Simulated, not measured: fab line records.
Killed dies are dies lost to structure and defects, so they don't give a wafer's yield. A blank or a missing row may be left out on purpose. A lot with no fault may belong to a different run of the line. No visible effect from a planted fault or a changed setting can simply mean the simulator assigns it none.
Chamber matching || flow nand_harc || NHARC_P_GATE_DESCUM_61 on rie_diel-04 has 4 sister chambers
The step chemistry O2, time 3 s. 8 wafers are shown with their chamber, then 8 later ones without.

EACH WAFER AND ITS CHAMBER
{"wafer": "L082.2", "chamber": 3, "showerhead_plenum_p_Torr (Torr)": 1.97, "drypump_motor_current_A (A)": 5.5}
{"wafer": "L084.2", "chamber": 2, "showerhead_plenum_p_Torr (Torr)": 1.93, "drypump_motor_current_A (A)": 5.4}
{"wafer": "L084.3", "chamber": 1, "showerhead_plenum_p_Torr (Torr)": 1.99, "drypump_motor_current_A (A)": 5.8}
{"wafer": "L084.5", "chamber": 1, "showerhead_plenum_p_Torr (Torr)": 1.99, "drypump_motor_current_A (A)": 5.8}
{"wafer": "L092.1", "chamber": 0, "showerhead_plenum_p_Torr (Torr)": 1.90, "drypump_motor_current_A (A)": 5.7}
{"wafer": "L092.2", "chamber": 3, "showerhead_plenum_p_Torr (Torr)": 1.97, "drypump_motor_current_A (A)": 5.5}
{"wafer": "L092.4", "chamber": 2, "showerhead_plenum_p_Torr (Torr)": 1.92, "drypump_motor_current_A (A)": 5.5}
{"wafer": "L093.1", "chamber": 0, "showerhead_plenum_p_Torr (Torr)": 1.90, "drypump_motor_current_A (A)": 5.7}

WAFERS WITHOUT THEIR CHAMBER
{"wafer": "L093.5", "showerhead_plenum_p_Torr (Torr)": 1.90, "drypump_motor_current_A (A)": 5.8}
{"wafer": "L093.6", "showerhead_plenum_p_Torr (Torr)": 1.97, "drypump_motor_current_A (A)": 5.5}
{"wafer": "L095.1", "showerhead_plenum_p_Torr (Torr)": 1.97, "drypump_motor_current_A (A)": 5.5}
{"wafer": "L095.2", "showerhead_plenum_p_Torr (Torr)": 1.92, "drypump_motor_current_A (A)": 5.4}
{"wafer": "L095.5", "showerhead_plenum_p_Torr (Torr)": 1.92, "drypump_motor_current_A (A)": 5.5}
{"wafer": "L096.1", "showerhead_plenum_p_Torr (Torr)": 1.90, "drypump_motor_current_A (A)": 5.8}
{"wafer": "L096.3", "showerhead_plenum_p_Torr (Torr)": 1.97, "drypump_motor_current_A (A)": 5.5}
{"wafer": "L096.6", "showerhead_plenum_p_Torr (Torr)": 1.99, "drypump_motor_current_A (A)": 5.8}

WHICH CHAMBER EACH WENT THROUGH
{"wafer": "L093.5", "from the rows above": 0, "in truth": 0}
{"wafer": "L093.6", "from the rows above": 3, "in truth": 3}
{"wafer": "L095.1", "from the rows above": 3, "in truth": 3}
{"wafer": "L095.2", "from the rows above": 2, "in truth": 2}
{"wafer": "L095.5", "from the rows above": 2, "in truth": 2}
{"wafer": "L096.1", "from the rows above": 0, "in truth": 0}
{"wafer": "L096.3", "from the rows above": 3, "in truth": 3}
{"wafer": "L096.6", "from the rows above": 1, "in truth": 1}
Correct placement for 8 of the 8. Left unplaced by these rows: 0. 0 placed wrongly.
How it was worked out, from the rows above alone: a wafer's distance from a chamber is the root of the sum, over the readings, of the square of ((its reading less the chamber's mean) divided by the reading's scatter). If the next closest chamber is less than 2 further off than the closest, the wafer can't be placed; otherwise it belongs to the closest. Each chamber's mean is taken over the wafers shown for it. The scatter: the root of (the sum of the squares of (reading less its chamber's mean) over the shown wafers, divided by (wafers less chambers)).
